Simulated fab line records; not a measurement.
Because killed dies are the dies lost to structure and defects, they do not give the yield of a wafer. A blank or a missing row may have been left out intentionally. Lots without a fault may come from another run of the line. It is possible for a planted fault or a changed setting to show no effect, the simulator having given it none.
Matching of chambers ; flow n5-finfet ; 4 sister chambers for N5_BEOL_M5_ETCH_72 on rie-diel-05
The step etches underlayer in N2/H2, target depth 6.5 nm, time 5.2 s. 4 wafers are shown with their chamber, then 7 later ones without.

WAFERS PAIRED WITH THEIR CHAMBERS
wafer;chamber;showerhead-plenum-p-Torr (Torr)
L081.3;3;2.63
L082.6;2;2.58
L089.1;1;2.55
L089.3;0;2.46

WAFERS WITH NO CHAMBER GIVEN
wafer;showerhead-plenum-p-Torr (Torr)
L089.5;2.57
L090.4;2.57
L090.5;2.46
L090.6;2.55
L092.1;2.62
L092.2;2.55
L092.3;2.57

CHAMBER TAKEN BY EACH
wafer;from the rows above;in truth
L089.5;can't be placed: 2 or 1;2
L090.4;can't be placed: 2 or 1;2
L090.5;0;0
L090.6;1;1
L092.1;3;3
L092.2;1;1
L092.3;can't be placed: 2 or 1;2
Placed correctly: 4 of 7. Not placeable from these rows: 3 (in 3, the candidates include the true chamber). Wrongly placed: 0.
How it was worked out, from the rows above alone: a wafer's distance from a chamber is the root of the sum, over the readings, of the square of ((its reading less the chamber's mean) divided by the reading's scatter). The wafer belongs to the nearest chamber; if the next one is less than 2 further off, it can't be placed. The mean given for a chamber averages the wafers shown for that chamber. The scatter (one wafer shown for each chamber): square how far every hidden wafer sits from the nearest shown wafer, average those squares and take the square root.
